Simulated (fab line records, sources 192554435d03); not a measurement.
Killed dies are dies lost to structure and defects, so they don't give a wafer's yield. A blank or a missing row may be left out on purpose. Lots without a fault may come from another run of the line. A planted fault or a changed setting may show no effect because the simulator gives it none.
A struck lot beside a sound one | flow n5_finfet | 19 steps out of a route of 1938
Sound: wafers L924.2, L924.3, L924.6. Struck: wafer L928.1. (L928.5, L928.6 of the same lot were not struck and are left out.) The cause comes at the end.
At each step with rows: each side's tool, then ch and its chambers, then its first start. Under that, the readings that differ: sound wafers | struck wafers | difference of the means | sigmas: that difference in standard deviations of wafers without a fault.
alike: readings whose means differ by less than 2 such deviations, and words and numbers that are the same on both sides. not compared: withheld readings, readings that some wafer has no value for, bounds like >300 that may hide the same value, and numbers for which the record gives no deviation and whose values overlap.
The two part at a step that has a row with sigmas, a row that says differs or no value, or rows on one side only. Numbers that don't overlap but have no deviation are shown without sigmas and don't part them. A reading that every wafer of one side lacks parts them only if that side has two wafers or more.

N5_BEOL_M13_CMP_49: polishes, stops on SiOC, t overpolish 17.1 s, target thk 420 nm.
  sound on cmp-03 ch 1,2, day 11 02:21; struck on cmp-02 ch 1, day 12 01:05
  alike: barrier_field_endpoint_s, clearing_platen_down_force_psi, motor_current_A, overpolish_run_s, retaining_ring_pressure_frac
N5_BEOL_M13_THK_MEAS_50: measures by xrf.
  sound on film_metro-02, day 11 02:36; struck on film_metro-02, day 12 01:16
  alike: M13_THK
then, 1 step without rows for these wafers: N5_BEOL_M13_PRE_CLEAN_52 (time 15 s).
N5_BEOL_M13_DEP_53: deposits SiCN from 3MS/NH3, target thk 50 nm, time 17.8 s.
  sound on pecvd-01 ch 0,2, day 11 02:40; struck on pecvd-03 ch 0, day 12 01:20
  alike: showerhead_plenum_p_Torr, showerhead_vpp_V, throttle_valve_pct
N5_BEOL_M13_RS_MEAS_54: measures by four-point-probe.
  sound on film_metro-01, day 11 02:44; struck on film_metro-01, day 12 01:24
  alike: M13_RS
N5_BEOL_M13_INSPECT_55: inspects for defects (darkfield).
  sound on defect_inspect-01, day 11 02:46; struck on defect_inspect-02, day 12 01:26
  alike: raw_defect_count
N5_BEOL_M14_ILD_DEP_00: deposits SiO2 from TEOS/O2, target thk 1119.3 nm, time 237.4 s.
  sound on pecvd-03 ch 1,2, day 11 02:47; struck on pecvd-02 ch 2, day 12 01:28
  alike: heater_power_w, showerhead_plenum_p_Torr, showerhead_vpp_V, throttle_valve_pct
N5_BEOL_M14_THK_MEAS_01:
  sound on film_metro-01, day 11 02:59; struck on film_metro-01, day 12 01:40
  reading          | sound          | struck | difference | sigmas
  M14_ILD_THK (nm) | 1104 1139 1112 | 1078   | -40        | -3
then, 4 steps without rows for these wafers: N5_BEOL_M14_COAT_58 (time 60 s, resist thk 89 nm); N5_BEOL_M14_COAT_04 (resist thk 800 nm); N5_BEOL_M14_EBR_06; N5_BEOL_M14_SOFTBAKE_05 (time 60 s).
N5_BEOL_M14_EXPOSE_07: exposes mask V13.
  sound on krf_scanner-02 ch 0, day 11 03:15; struck on krf_scanner-02 ch 0, day 12 01:55
  alike: mask
then, 3 steps without rows for these wafers: N5_BEOL_M14_PEB_08 (peb time 90 s); N5_BEOL_M14_DEVELOP_09 (develop time 45 s); N5_BEOL_M14_HARDBAKE_14 (time 120 s).
N5_BEOL_M14_CD_MEAS_10: target cd 250 nm.
  sound on cd_sem-03 ch 0, day 11 03:25; struck on cd_sem-01 ch 0, day 12 02:05
  reading    | sound             | struck | difference | sigmas
  cd_nm (nm) | 250.2 250.1 250.0 | 241.1  | -9.0       | -8
N5_BEOL_M14_OVL_MEAS_11:
  sound on overlay-01 ch 0, day 11 03:27; struck on overlay-02 ch 0, day 12 02:07
  alike: V13_OVL
N5_PASSIVATION_PROBE_49:
  the record has rows for the struck wafers here (prober-01, day 13 10:06) and none for the sound ones

WHERE THEY PART
First at N5_BEOL_M14_THK_MEAS_01; last, within this record, at N5_PASSIVATION_PROBE_49.

WHY: what the simulator had put in
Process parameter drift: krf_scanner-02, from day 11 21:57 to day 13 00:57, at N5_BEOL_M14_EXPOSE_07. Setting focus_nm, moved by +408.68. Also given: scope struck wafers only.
